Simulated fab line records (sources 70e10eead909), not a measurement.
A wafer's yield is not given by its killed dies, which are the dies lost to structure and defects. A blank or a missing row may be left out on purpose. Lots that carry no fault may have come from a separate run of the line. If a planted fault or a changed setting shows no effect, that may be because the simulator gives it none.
Which of the tools did it?	flow nand_harc	Sampling: 15 lots, 45 wafers, 4 of 1302 route steps

## WHAT THE GAUGES SHOWED, per wafer
NHARC_P_CONTACT_OVL_MEAS_13.
lot	measured	on	overlay_x_nm (nm)	overlay_y_nm (nm)
L932	day 5 22:40	overlay-01	1.4 1.4 1.9	1.7 1.7 1.8
L935	day 7 00:46	overlay-01	0.8 0.8 0.8	0.5 0.0 0.5
L937	day 7 23:59	overlay-02	-0.6 -0.5 -0.1	0.5 1.0 0.5
L938	day 8 18:00	overlay-02	0.0 0.0 -0.2	0.6 0.5 0.5
L939	day 9 05:33	overlay-01	1.2 1.1 0.9	0.0 -1.1 0.0
L940	day 9 06:22	overlay-02	0.3 0.0 0.0	0.0 -0.3 0.6
L944	day 10 15:46	overlay-01	-0.5 -0.9 0.0	0.2 0.6 0.2
L943	day 10 21:51	overlay-01	0.1 -0.2 -0.4	0.4 0.6 0.3
L947	day 11 22:25	overlay-02	0.5 0.0 0.0	-1.2 -0.9 -1.2
L948	day 12 20:41	overlay-02	0.6 0.8 0.7	1.3 2.3 2.2
L949	day 12 22:15	overlay-01	-0.9 -0.9 -0.4	0.1 0.3 0.2
L950	day 13 09:26	overlay-02	-0.1 -0.2 -0.4	-0.2 0.3 0.8
L951	day 13 16:29	overlay-01	-0.7 -0.9 -0.9	0.3 0.1 0.3
L952	day 14 13:03	overlay-01	1.8 1.9 1.9	-1.5 -1.4 -0.8
L953	day 14 15:29	overlay-02	0.4 -0.1 0.3	-0.4 0.4 0.0

NHARC_P_M0_INSPECT_11.
lot	measured	on	raw_defect_count
L932	day 6 02:52	defect_inspect-01	2 4 6
L935	day 7 04:58	defect_inspect-01	7 6 4
L937	day 8 04:11	defect_inspect-01	5 0 4
L938	day 8 22:13	defect_inspect-01	8 3 4
L939	day 9 09:46	defect_inspect-02	6 12 7
L940	day 9 10:34	defect_inspect-01	5 5 1
L944	day 10 19:58	defect_inspect-02	4 2 2
L943	day 11 01:55	defect_inspect-02	3 5 2
L947	day 12 02:46	defect_inspect-02	3 4 4
L948	day 13 00:54	defect_inspect-01	2 3 3
L949	day 13 02:23	defect_inspect-01	4 2 1
L950	day 13 13:32	defect_inspect-02	1 3 1
L951	day 13 21:18	defect_inspect-01	6 7 5
L952	day 14 17:19	defect_inspect-01	5 3 2
L953	day 14 19:42	defect_inspect-01	5 3 5

## WHICH TOOL RAN EACH LOT (tool, then ch and the chambers of the sampled wafers, then the start)
lot	NHARC_P_CONTACT_PVD_32	NHARC_P_CONTACT_CVD_23
L932	pvd_sputter-03, day 6 00:28	cvd_w-01 ch 0,1, day 6 02:52 or earlier
L935	pvd_sputter-02, day 7 02:37	cvd_w-02 ch 0,1, day 7 04:58 or earlier
L937	pvd_sputter-03, day 8 01:58	cvd_w-02 ch 0,1, day 8 04:11 or earlier
L938	pvd_sputter-01, day 8 19:49	cvd_w-02 ch 0,1, day 8 22:13 or earlier
L939	pvd_sputter-03, day 9 07:22	cvd_w-01 ch 0,1, day 9 09:46 or earlier
L940	pvd_sputter-01, day 9 08:12	cvd_w-02 ch 0,1, day 9 10:34 or earlier
L944	pvd_sputter-02, day 10 17:35	cvd_w-01 ch 0,1, day 10 19:58 or earlier
L943	pvd_sputter-02, day 10 23:39	cvd_w-01 ch 0,1, day 11 01:55 or earlier
L947	pvd_sputter-03, day 12 00:25	cvd_w-02 ch 0,1, day 12 02:46 or earlier
L948	pvd_sputter-03, day 12 22:31	cvd_w-02 ch 0,1, day 13 00:54 or earlier
L949	pvd_sputter-03, day 13 00:05	cvd_w-01 ch 0,1, day 13 02:23 or earlier
L950	pvd_sputter-02, day 13 11:15	cvd_w-02 ch 0,1, day 13 13:32 or earlier
L951	pvd_sputter-03, day 13 18:22	cvd_w-02 ch 1, day 13 21:18 or earlier
L952	pvd_sputter-01, day 14 14:54	cvd_w-02 ch 0,1, day 14 17:19 or earlier
L953	pvd_sputter-01, day 14 17:18	cvd_w-02 ch 0,1, day 14 19:42 or earlier
- NHARC_P_CONTACT_PVD_32: deposits Ti, target thk 5 nm, time 17.7 s.
- NHARC_P_CONTACT_CVD_23: deposits W, target thk 200 nm, time 557 s.

## WHAT THE TOOLS THEMSELVES READ (means of the sampled wafers that have a number; where no wafer has one, the mark that the record gives instead)
NHARC_P_CONTACT_PVD_32.
lot	tool	cathode_dc_power_W (W)	chamber_pressure_pa (Pa)	throttle_valve_pct (%)
L932	pvd_sputter-03	4999.7	4.989	29.0
L935	pvd_sputter-02	5000.5	5.007	28.6
L937	pvd_sputter-03	5000.2	5.000	29.1
L938	pvd_sputter-01	-	-	-
L939	pvd_sputter-03	-	-	-
L940	pvd_sputter-01	-	-	-
L944	pvd_sputter-02	5000.1	5.003	29.9
L943	pvd_sputter-02	5000.0	5.001	29.1
L947	pvd_sputter-03	5000.0	4.993	29.1
L948	pvd_sputter-03	5000.9	5.001	29.4
L949	pvd_sputter-03	5000.3	4.995	29.0
L950	pvd_sputter-02	4999.3	5.007	28.6
L951	pvd_sputter-03	5000.2	4.996	29.3
L952	pvd_sputter-01	4999.8	5.007	30.1
L953	pvd_sputter-01	4999.4	5.003	30.2

NHARC_P_CONTACT_CVD_23.
lot	tool	heater_power_w (W)	mfc_wf6_sccm (sccm)	throttle_valve_pct (%)
L932	cvd_w-01	576	40.00	7.77
L935	cvd_w-02	445	39.98	8.32
L937	cvd_w-02	457	39.93	8.26
L938	cvd_w-02	434	40.08	8.22
L939	cvd_w-01	597	40.13	7.89
L940	cvd_w-02	446	39.97	8.14
L944	cvd_w-01	581	39.97	7.80
L943	cvd_w-01	572	39.94	7.86
L947	cvd_w-02	457	40.04	8.36
L948	cvd_w-02	435	39.97	8.06
L949	cvd_w-01	587	40.01	7.93
L950	cvd_w-02	458	40.06	8.32
L951	cvd_w-02	478	40.07	8.08
L952	cvd_w-02	434	39.97	8.15
L953	cvd_w-02	434	40.02	8.25

## THE ANSWER, worked out from the rows above alone
Rule: the usual values come from the lots themselves. The widest of any qualifying gaps counts: lots, ordered by their means at a reading, are off when they make up no more than a third of the lots, leave a main group of 4 or more, and stand apart from it by 3 or more times the standard deviation of that group's means. A main group is skipped when, at the precision printed for the reading in the tables above, its means are all equal. A lot without any number at a reading at which 4 lots or more have one is off too. The other lots that the step has rows for count as sound. Order of review: gauges by route order, followed by the tools' own readings, for which a lot's mean as printed above is used. The first step at which some lot is off is used, and at that step the reading that is off furthest; a lot without a number counts as furthest.
Off, at NHARC_P_CONTACT_PVD_32 on cathode_dc_power_W: L938, L939, L940. Without a number there: L938, L939, L940. Mean 5000.0 W and standard deviation 0.43 in the main group.
If a tool, at that step or one of the process steps before it, ran each lot that is off and ran no sound lot following the first of them, it fits. None of those tried fits.

## WHAT THE SIMULATOR PUT IN
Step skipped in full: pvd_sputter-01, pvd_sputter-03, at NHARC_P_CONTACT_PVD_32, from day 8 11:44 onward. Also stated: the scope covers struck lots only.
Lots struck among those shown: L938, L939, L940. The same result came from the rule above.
